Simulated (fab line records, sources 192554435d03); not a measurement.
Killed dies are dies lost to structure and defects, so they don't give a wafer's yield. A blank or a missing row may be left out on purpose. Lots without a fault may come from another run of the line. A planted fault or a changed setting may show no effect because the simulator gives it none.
fab line records | flow n5_finfet | part 1 of 2: steps 1 to 22 of 32
record lots=5 wafers=15 last_day=15
route steps=1938 shown BEOL_M0@750 BEOL_M1@751
lots that met no fault: from a run of the same line without faults
start_h: hours from the record's first day to the start of the lot's first wafer shown | wait_h: hours since the lot's step before | " the same as in the row above | L1.1+2: a row that stands for several wafers | - no value, or no start given | * or withheld: withheld | < > ~ a bound
route shown NAME@n: a module of which the file shows steps, and the number in the route of the first | usual: mean/standard deviation of fault-free wafers | same: alike in all rows | chamber/n: place in a boat | sites: the reading at each site | _std_site: their standard deviation | _edge_site: outer sites' mean less inner sites' | radius_mm: how far each site lies from the wafer's centre | mask NAME#n: copy n | behind: the tool/chamber that last shaped the wafer | hold: why the lot was held/for how many hours/how that ended | device: the transistor (n, p or np) that didn't switch | end of line: the same wafers' tests at the end of the route | a step without rows: its recipe alone | killed: dies lost to structure and defects at the first sort, not the wafer's yield | map: a wafer's dies, x killed, . not, _ none there
set.NAME: the setting as run; set.NAME@STEP: as run at that earlier step | model.NAME: the simulator's own value behind a step, which no gauge read
lots at some steps of the route; a table a step, a row a wafer
services: from which hour (start_h, from the record's first day; less than 0 if before it) a tool's chamber was out of use, for how many hours, and why
## steps
# step N5_BEOL_M0_INSPECT_127
# recipe inspect_instrument=darkfield mode=post_dep
# usual raw_defect_count=70/25
# columns lot.wafer tool chamber start_h wait_h raw_defect_count
L074.1 defect_inspect-02 - 117.43 0.0 73
L074.2 " - " " 107
L074.6 " - " " 55
L076.1 defect_inspect-01 - 132.22 0.0 62
L076.2 " - " " 88
L076.3 " - " " 136
L082.1 defect_inspect-02 - 172.08 0.0 52
L082.3 " - " " 41
L082.6 " - " " 42
L085.1 defect_inspect-01 - 205.48 0.0 68
L085.2 " - " " 88
L085.6 " - " " 66
L088.4 defect_inspect-01 - 211.82 0.0 62
L088.5 " - " " 74
L088.6 " - " " 47
# step N5_BEOL_M1_ILD_DEP_00
# recipe material=SiOC target_thk_a=790 temp_c=350 precursor=DEMS/O2 pressure_torr=5 rf_w=500 time_s=15.3
# usual heater_power_w=435/42 rf_fwd_power_W=494.9/2 showerhead_plenum_p_Torr=5.691/0.012 throttle_valve_pct=11.8/0.49
# columns lot.wafer tool chamber start_h wait_h heater_power_w rf_fwd_power_W showerhead_plenum_p_Torr throttle_valve_pct
L074.1 pecvd-02 2 117.47 0.0 401 495.2 5.689 11.9
L074.2 " 0 " " 392 496.3 5.697 11.5
L074.6 " 1 " " 523 497.2 5.720 10.9
L076.1 pecvd-02 0 132.25 0.0 405 493.1 5.672 11.7
L076.2 " 1 " " 512 497.1 5.679 11.1
L076.3 " 2 " " 441 496.0 5.685 11.3
L082.1 pecvd-04 2 172.12 0.0 472 494.5 5.690 11.6
L082.3 " 0 " " 429 494.8 5.697 12.1
L082.6 " 2 " " 477 494.3 5.672 11.7
L085.1 pecvd-02 2 205.51 0.0 443 494.1 5.729 11.7
L085.2 " 1 " " 482 494.2 5.692 10.7
L085.6 " 0 " " 439 493.8 5.685 11.6
L088.4 pecvd-01 0 211.87 0.1 466 495.2 5.677 12.6
L088.5 " 2 " " 390 491.7 5.706 11.9
L088.6 " 1 " " 438 493.1 5.672 12.4
# step N5_BEOL_M1_THK_MEAS_01
# recipe reads=SiOC_of_BEOL_M1_ILD_DEP_00
# usual M1_ILD_THK=78.7/1
# columns lot.wafer tool chamber start_h wait_h M1_ILD_THK[nm]
L074.1 film_metro-01 - 117.54 0.0 78.3
L074.2 " - " " 77.5
L074.6 " - " " 80.4
L076.1 film_metro-02 - 132.32 0.0 77.6
L076.2 " - " " 78.0
L076.3 " - " " 79.2
L082.1 film_metro-01 - 172.19 0.0 77.5
L082.3 " - " " 78.2
L082.6 " - " " 79.5
L085.1 film_metro-01 - 205.58 0.0 78.9
L085.2 " - " " 78.0
L085.6 " - " " 78.5
L088.4 film_metro-01 - 211.93 0.0 78.5
L088.5 " - " " 79.2
L088.6 " - " " 78.4
# step N5_BEOL_M1_PECVD_72
# recipe material=SiO2 target_thk_a=160 temp_c=400 precursor=TEOS/O2 pressure_torr=5.5 rf_w=450 teos_flow_sccm=53.8 gas=O2 flow_sccm=3000 time_s=18
# usual heater_power_w=643/55 rf_fwd_power_W=445.3/1.8 showerhead_plenum_p_Torr=8.76/0.037 throttle_valve_pct=22.1/0.81
# columns lot.wafer tool chamber start_h wait_h heater_power_w rf_fwd_power_W showerhead_plenum_p_Torr throttle_valve_pct
L074.1 pecvd-01 0 117.57 0.0 573 447.1 8.72 23.4
L074.2 " 1 " " 654 442.8 8.75 23.0
L074.6 " 2 " " 581 442.3 8.77 21.7
L076.1 pecvd-01 1 132.36 0.0 656 440.4 8.75 22.7
L076.2 " 0 " " 604 443.7 8.72 23.6
L076.3 " 2 " " 507 445.0 8.77 21.7
L082.1 pecvd-04 1 172.23 0.0 679 445.1 8.75 22.6
L082.3 " 2 " " 603 444.7 8.68 21.3
L082.6 " 0 " " 685 447.3 8.75 21.9
L085.1 pecvd-01 1 205.62 0.0 647 443.4 8.74 22.9
L085.2 " 2 " " 550 442.4 8.78 22.0
L085.6 " 2 " " 525 444.0 8.76 22.2
L088.4 pecvd-02 0 211.98 0.1 551 444.6 8.74 21.9
L088.5 " 2 " " 582 446.9 8.85 21.7
L088.6 " 1 " " 728 446.8 8.78 20.5
# step N5_BEOL_M1_HM_DEP_02
# recipe material=TiN target_thk_a=200 temp_c=25 chamber_pressure_pa=0.49996
# usual substrate_temp_c=25.00/0.11 throttle_valve_pct=29.8/1.2
# columns lot.wafer tool chamber start_h wait_h substrate_temp_c throttle_valve_pct
L074.1 pvd_sputter-02 - 119.29 1.7 25.01 30.8
L074.2 " - " " 25.12 31.0
L074.6 " - " " 25.08 29.8
L076.1 pvd_sputter-02 - 134.43 2.1 25.16 30.9
L076.2 " - " " 25.19 29.7
L076.3 " - " " 25.11 31.1
L082.1 pvd_sputter-03 - 174.07 1.8 24.87 30.2
L082.3 " - " " 25.10 28.7
L082.6 " - " " 24.92 27.1
L085.1 pvd_sputter-03 - 207.27 1.6 24.99 30.5
L085.2 " - " " 24.99 28.6
L085.6 " - " " 25.17 30.1
L088.4 pvd_sputter-02 - 212.57 0.6 25.07 31.1
L088.5 " - " " 25.07 30.7
L088.6 " - " " 24.70 30.9
# step N5_BEOL_M1_COAT_61
# recipe resist=SOC temp_c=250 time_s=60 spin_rpm=1500 resist_thk_nm=60
# columns lot.wafer tool chamber start_h wait_h
L074.1+2+6 litho_track-02 0 119.41 0.1
L076.1+2+3 litho_track-04 0 134.55 0.1
L082.1+3+6 litho_track-03 0 174.20 0.1
L085.1+2+6 litho_track-04 0 207.39 0.1
L088.4+5+6 litho_track-03 0 212.70 0.1
# step N5_BEOL_M1_COAT_62
# recipe resist=SiARC temp_c=220 time_s=60 spin_rpm=1500 resist_thk_nm=12
# columns lot.wafer tool chamber start_h wait_h
L074.1+2+6 litho_track-02 0 - -
L076.1+2+3 litho_track-04 0 - -
L082.1+3+6 litho_track-03 0 - -
L085.1+2+6 litho_track-04 0 - -
L088.4+5+6 litho_track-03 0 - -
# step N5_BEOL_M1_COAT_73
# recipe resist=underlayer temp_c=205 time_s=60 spin_rpm=1500 resist_thk_nm=5
# columns lot.wafer tool chamber start_h wait_h
L074.1+2+6 litho_track-02 0 - -
L076.1+2+3 litho_track-04 0 - -
L082.1+3+6 litho_track-03 0 - -
L085.1+2+6 litho_track-04 0 - -
L088.4+5+6 litho_track-03 0 - -
# step N5_BEOL_M1_COAT_05
# recipe resist=CAR-EUV spin_rpm=1500 resist_thk_nm=30
# columns lot.wafer tool chamber start_h wait_h
L074.1+2+6 litho_track-02 0 - -
L076.1+2+3 litho_track-04 0 - -
L082.1+3+6 litho_track-03 0 - -
L085.1+2+6 litho_track-04 0 - -
L088.4+5+6 litho_track-03 0 - -
# step N5_BEOL_M1_EBR_07
# recipe solvent=PGMEA ebr_width_mm=1.5
# columns lot.wafer tool chamber start_h wait_h
L074.1+2+6 litho_track-02 0 - -
L076.1+2+3 litho_track-04 0 - -
L082.1+3+6 litho_track-03 0 - -
L085.1+2+6 litho_track-04 0 - -
L088.4+5+6 litho_track-03 0 - -
# step N5_BEOL_M1_SOFTBAKE_06
# recipe temp_c=110 time_s=60 resist=CAR-EUV
# columns lot.wafer tool chamber start_h wait_h
L074.1+2+6 litho_track-02 0 - -
L076.1+2+3 litho_track-04 0 - -
L082.1+3+6 litho_track-03 0 - -
L085.1+2+6 litho_track-04 0 - -
L088.4+5+6 litho_track-03 0 - -
# step N5_BEOL_M1_EXPOSE_08
# recipe mask_id=M1 na=0.33 source_shape=dipole sigma_inner=0.369 sigma_outer=0.767 polarization=unpolarized dose_mj=33
# usual stage_msd_nm=0.888/0.029
# columns lot.wafer tool chamber start_h wait_h mask stage_msd_nm
L074.1 euv_scanner-01 0 119.55 - M1#0 0.908
L074.2 " 0 " " M1#0 0.911
L074.6 " 0 " " M1#0 0.908
L076.1 euv_scanner-02 0 134.82 - M1#0 0.856
L076.2 " 0 " " M1#0 0.854
L076.3 " 0 " " M1#0 0.857
L082.1 euv_scanner-01 0 174.33 - M1#0 0.926
L082.3 " 0 " " M1#0 0.918
L082.6 " 0 " " M1#0 0.922
L085.1 euv_scanner-01 0 207.53 - M1#0 0.924
L085.2 " 0 " " M1#0 0.924
L085.6 " 0 " " M1#0 0.925
L088.4 euv_scanner-02 0 212.97 - M1#0 0.864
L088.5 " 0 " " M1#0 0.862
L088.6 " 0 " " M1#0 0.861
# step N5_BEOL_M1_PEB_09
# recipe peb_temp_c=100 peb_time_s=60 resist=CAR-EUV
# columns lot.wafer tool chamber start_h wait_h
L074.1+2+6 litho_track-03 0 119.61 0.1
L076.1+2+3 litho_track-03 0 134.87 0.1
L082.1+3+6 litho_track-02 0 174.39 0.1
L085.1+2+6 litho_track-03 0 207.59 0.1
L088.4+5+6 litho_track-02 0 213.02 0.0
# step N5_BEOL_M1_DEVELOP_10
# recipe develop_time_s=30 developer=TMAH resist=CAR-EUV rinse_liquid=surfactant_rinse dry=air_spin dev_temp_c=23
# usual developer_temp_C=23.02/0.1
# same develop_time_s=30
# columns lot.wafer tool chamber start_h wait_h developer_temp_C
L074.1 litho_track-03 0 - - 22.98
L074.2 " 0 " " 22.98
L074.6 " 0 " " 23.10
L076.1 litho_track-03 0 - - 22.93
L076.2 " 0 " " 23.03
L076.3 " 0 " " 22.97
L082.1 litho_track-02 0 - - 22.86
L082.3 " 0 " " 22.91
L082.6 " 0 " " 22.96
L085.1 litho_track-03 0 - - 22.95
L085.2 " 0 " " 22.89
L085.6 " 0 " " 22.97
L088.4 litho_track-02 0 - - 23.01
L088.5 " 0 " " 23.17
L088.6 " 0 " " 23.05
# step N5_BEOL_M1_CD_MEAS_11
# recipe target_cd_nm=17.05 landing_energy_ev=500 detector=se_inlens polarity=opening
# usual cd_nm=17.00/0.23
# columns lot.wafer tool chamber start_h wait_h cd_nm
L074.1 cd_sem-02 0 119.68 - 17.31
L074.2 " 0 " " 16.76
L074.6 " 0 " " 16.92
L076.1 cd_sem-02 0 134.94 - 16.99
L076.2 " 0 " " 16.83
L076.3 " 0 " " 16.95
L082.1 cd_sem-03 0 174.46 - 17.02
L082.3 " 0 " " 17.22
L082.6 " 0 " " 16.95
L085.1 cd_sem-02 0 207.66 - 17.00
L085.2 " 0 " " 17.13
L085.6 " 0 " " 16.89
L088.4 cd_sem-01 0 213.09 - 16.68
L088.5 " 0 " " 16.48
L088.6 " 0 " " 16.95
# step N5_BEOL_M1_OVL_MEAS_12
# recipe points_per_wafer=522
# usual M1_OVL=0.3/0.71
# columns lot.wafer tool chamber start_h wait_h M1_OVL[nm]
L074.1 overlay-01 0 119.71 0.0 -0.3
L074.2 " 0 " " -0.1
L074.6 " 0 " " 0.0
L076.1 overlay-01 0 134.97 0.0 -0.3
L076.2 " 0 " " -0.9
L076.3 " 0 " " 0.5
L082.1 overlay-02 0 174.49 0.0 1.6
L082.3 " 0 " " 1.2
L082.6 " 0 " " 1.3
L085.1 overlay-02 0 207.69 0.0 0.0
L085.2 " 0 " " 0.8
L085.6 " 0 " " 1.2
L088.4 overlay-02 0 213.13 0.0 0.4
L088.5 " 0 " " -0.7
L088.6 " 0 " " -0.1
# step N5_BEOL_M1_INSPECT_13
# recipe mode=adi inspect_instrument=brightfield
# usual raw_defect_count=425/100
# columns lot.wafer tool chamber start_h wait_h raw_defect_count
L074.1 defect_inspect-01 - 119.77 0.1 339
L074.2 " - " " 452
L074.6 " - " " 454
L076.1 defect_inspect-01 - 135.03 0.1 363
L076.2 " - " " 537
L076.3 " - " " 618
L082.1 defect_inspect-02 - 174.55 0.1 497
L082.3 " - " " 623
L082.6 " - " " 392
L085.1 defect_inspect-01 - 207.75 0.1 371
L085.2 " - " " 341
L085.6 " - " " 315
L088.4 defect_inspect-02 - 213.17 0.0 466
L088.5 " - " " 379
L088.6 " - " " 411
# step N5_BEOL_M1_DESCUM_16
# recipe chemistry=O2 time_s=7 source_power_w=50 bias_power_w=20 pressure_mtorr=20 rf_frequency_hz=2.712e+07 temp_c=40 resist=CAR-EUV o2_flow_sccm=225
# usual drypump_motor_current_A=5.5/0.46 oes_product_au=0.80/0.095 rf_fwd_power_W=49.36/0.24 rf_vpp_V=242.7/1.3 showerhead_plenum_p_Torr=2.07/0.063 throttle_valve_pct=20.48/0.27
# columns lot.wafer tool chamber start_h wait_h drypump_motor_current_A oes_product_au rf_fwd_power_W rf_hours_counter_h rf_vpp_V showerhead_plenum_p_Torr throttle_valve_pct
L074.1 rie_diel-06 3 119.80 0.0 5.0 0.70 49.63 249 242.9 2.15 20.59
L074.2 " 1 " " 5.8 0.79 49.30 139 240.9 2.03 20.75
L074.6 " 0 " " 6.4 0.83 49.38 - 242.5 2.10 19.99
L076.1 rie_diel-04 1 135.07 0.0 5.5 0.66 49.51 249 245.9 2.15 21.09
L076.2 " 0 " " 6.0 0.82 49.36 107 242.3 2.01 20.32
L076.3 " 2 " " 4.9 0.94 49.25 16 242.3 2.06 20.21
L082.1 rie_diel-04 2 174.58 0.0 4.8 0.91 49.70 31 241.2 2.05 20.24
L082.3 " 0 " " 6.0 0.79 49.28 122 242.2 2.00 20.36
L082.6 " 3 " " 4.9 0.71 49.64 - 243.6 2.06 20.42
L085.1 rie_diel-04 1 207.78 0.0 5.5 0.97 49.59 9 243.4 2.15 20.72
L085.2 " 2 " " 4.8 0.90 49.61 39 242.4 2.05 20.25
L085.6 " 1 " " 5.5 0.97 49.44 - 243.6 2.15 20.73
L088.4 rie_diel-06 1 213.21 0.0 5.8 0.75 49.48 166 240.5 2.02 20.80
L088.5 " 0 " " 6.4 0.78 49.00 - 243.0 2.09 20.02
L088.6 " 3 " " 5.0 0.94 49.41 - 243.4 2.14 20.12
# step N5_BEOL_M1_ETCH_74
# recipe chemistry=N2/H2 target=underlayer target_depth_a=65 mask_material=CAR-EUV time_s=5.2 ion_energy_ev=200 pressure_mtorr=30 source_w=840 bias_w=150 n2_flow_sccm=200 h2_flow_sccm=200 ends=cleared
# usual drypump_motor_current_A=5.5/0.46 etch_rf_on_time_s=5.20/0.13 n2_flow_sccm=200/4.1 oes_product_au=0.68/0.08 rf_fwd_power_W=818.9/2.3 rf_vpp_V=523.0/2.4 showerhead_plenum_p_Torr=2.52/0.072 throttle_valve_pct=17.95/0.25
# columns lot.wafer tool chamber start_h wait_h drypump_motor_current_A etch_rf_on_time_s n2_flow_sccm oes_product_au rf_fwd_power_W rf_hours_counter_h rf_vpp_V showerhead_plenum_p_Torr throttle_valve_pct
L074.1 rie_diel-06 3 119.83 0.0 5.0 5.40 200 0.58 821.4 249 525.1 2.61 17.95
L074.2 " 1 " " 5.8 5.02 200 0.68 817.4 139 521.0 2.45 18.20
L074.6 " 0 " " 6.4 5.25 200 0.71 818.7 - 526.7 2.58 17.63
L076.1 rie_diel-04 1 135.11 0.0 5.5 5.08 200 0.58 819.9 249 525.2 2.60 18.53
L076.2 " 0 " " 6.0 5.08 201 0.70 818.3 107 519.4 2.47 17.96
L076.3 " 2 " " 4.8 5.17 200 0.80 815.5 16 521.9 2.50 17.60
L082.1 rie_diel-04 2 174.62 0.0 4.8 5.31 200 0.76 820.3 31 520.7 2.49 17.63
L082.3 " 0 " " 6.0 5.11 201 0.69 823.6 122 520.4 2.46 17.98
L082.6 " 3 " " 5.0 5.12 201 0.61 816.8 - 524.1 2.53 18.00
L085.1 rie_diel-04 1 207.81 0.0 5.5 5.00 199 0.84 821.6 9 527.6 2.59 18.12
L085.2 " 2 " " 4.8 5.32 200 0.75 816.2 39 521.5 2.49 17.64
L085.6 " 1 " " 5.6 5.01 199 0.82 817.6 - 522.7 2.59 18.11
L088.4 rie_diel-06 1 213.24 0.0 5.8 5.18 200 0.65 818.9 166 522.1 2.44 18.22
L088.5 " 0 " " 6.4 5.42 201 0.66 814.9 - 524.9 2.57 17.68
L088.6 " 3 " " 5.0 5.31 200 0.78 818.1 - 525.3 2.60 17.53
# step N5_BEOL_M1_ETCH_63
# recipe chemistry=CF4 target=SiARC target_depth_a=156 mask_material=CAR-EUV time_s=26 ion_energy_ev=80 pressure_mtorr=40 source_w=545 bias_w=36 Ar_flow_sccm=100 cf4_flow_sccm=100 ends=cleared
# usual drypump_motor_current_A=5.5/0.46 etch_rf_on_time_s=26.0/0.59 mfc_ar_sccm=100.0/0.31 oes_product_au=0.68/0.08 rf_fwd_power_W=532.2/1.8 rf_vpp_V=183.8/1.1 showerhead_plenum_p_Torr=2.12/0.061 throttle_valve_pct=15.68/0.26
# columns lot.wafer tool chamber start_h wait_h drypump_motor_current_A etch_rf_on_time_s mfc_ar_sccm oes_product_au rf_fwd_power_W rf_hours_counter_h rf_vpp_V showerhead_plenum_p_Torr throttle_valve_pct
L074.1 rie_diel-06 3 119.85 0.0 5.0 26.7 100.0 0.59 532.9 249 184.7 2.18 15.73
L074.2 " 1 " " 5.8 25.0 100.6 0.68 529.0 139 182.8 2.07 15.86
L074.6 " 0 " " 6.4 26.4 100.1 0.70 532.2 - 183.7 2.16 15.28
L076.1 rie_diel-04 1 135.13 0.0 5.5 26.3 99.8 0.57 535.5 249 184.5 2.20 16.24
L076.2 " 0 " " 6.0 25.9 100.0 0.69 533.2 107 183.1 2.07 15.63
L076.3 " 2 " " 4.8 25.8 100.0 0.79 531.5 16 184.5 2.10 15.31
L082.1 rie_diel-04 2 174.63 0.0 4.8 26.0 100.0 0.77 531.8 31 182.8 2.10 15.34
L082.3 " 0 " " 6.0 25.7 99.5 0.69 533.5 122 182.9 2.06 15.65
L082.6 " 3 " " 4.9 25.1 100.2 0.63 534.8 - 183.8 2.13 15.84
L085.1 rie_diel-04 1 207.83 0.0 5.5 25.1 99.7 0.82 530.1 9 184.2 2.19 15.76
L085.2 " 2 " " 4.9 26.0 100.1 0.75 533.0 39 182.9 2.09 15.36
L085.6 " 1 " " 5.5 24.9 99.7 0.84 533.1 - 185.3 2.19 15.79
L088.4 rie_diel-06 1 213.26 0.0 5.8 25.3 100.2 0.66 532.3 166 182.4 2.07 15.93
L088.5 " 0 " " 6.4 26.5 100.4 0.67 531.4 - 185.3 2.15 15.32
L088.6 " 3 " " 5.0 25.8 100.2 0.79 531.9 - 185.6 2.17 15.23
# step N5_BEOL_M1_ETCH_64
# recipe chemistry=N2/H2 target=SOC target_depth_a=750 overetch_a=150 mask_material=SiARC temp_c=40 time_s=112.5 ion_energy_ev=200 pressure_mtorr=30 source_w=840 bias_w=150 n2_flow_sccm=200 h2_flow_sccm=200
# usual drypump_motor_current_A=5.5/0.46 n2_flow_sccm=200.0/0.6 oes_product_au=0.63/0.069 rf_fwd_power_W=836.5/2.8 rf_vpp_V=523.0/2.4 showerhead_plenum_p_Torr=2.52/0.072 throttle_valve_pct=17.91/0.25
# columns lot.wafer tool chamber start_h wait_h drypump_motor_current_A n2_flow_sccm oes_product_au rf_fwd_power_W rf_hours_counter_h rf_vpp_V showerhead_plenum_p_Torr throttle_valve_pct
L074.1 rie_diel-06 3 119.88 0.0 5.1 199.8 0.56 838.0 249 525.5 2.61 17.92
L074.2 " 1 " " 5.8 199.8 0.62 835.9 139 520.6 2.45 18.15
L074.6 " 0 " " 6.4 200.0 0.65 836.6 - 524.8 2.58 17.57
L076.1 rie_diel-04 1 135.15 0.0 5.5 200.3 0.54 834.6 249 524.4 2.60 18.49
L076.2 " 0 " " 6.1 200.2 0.64 836.7 107 520.3 2.47 17.90
L076.3 " 2 " " 4.8 199.5 0.74 838.0 16 522.3 2.50 17.56
L082.1 rie_diel-04 2 174.66 0.0 4.8 199.4 0.71 840.5 31 522.4 2.49 17.58
L082.3 " 0 " " 6.0 201.3 0.64 838.9 122 521.9 2.46 17.93
L082.6 " 3 " " 4.9 200.2 0.57 840.1 - 523.8 2.53 17.92
L085.1 rie_diel-04 1 207.86 0.0 5.5 201.0 0.75 834.5 9 524.6 2.59 18.08
L085.2 " 2 " " 4.9 199.4 0.70 838.1 39 523.2 2.49 17.61
L085.6 " 1 " " 5.5 201.1 0.75 835.4 - 526.2 2.59 18.06
L088.4 rie_diel-06 1 213.28 0.0 5.8 199.8 0.60 834.1 166 521.0 2.44 18.19
L088.5 " 0 " " 6.4 200.4 0.62 837.5 - 525.0 2.57 17.63
L088.6 " 3 " " 5.0 200.5 0.72 833.8 - 526.6 2.60 17.46
# step N5_BEOL_M1_STRIP_65
# recipe chemistry=N2/H2 temp_c=40 n2_flow_sccm=200 h2_flow_sccm=200 rf_frequency_hz=6e+07
# columns lot.wafer tool chamber start_h wait_h
L074.1+2+6 rie_diel-06 3,1,0 119.99 0.1
L076.1+2+3 rie_diel-04 1,0,2 135.26 0.1
L082.1+3+6 rie_diel-04 2,0,3 174.77 0.1
L085.1+2+6 rie_diel-04 1,2,1 207.97 0.1
L088.4+5+6 rie_diel-06 1,0,3 213.39 0.1
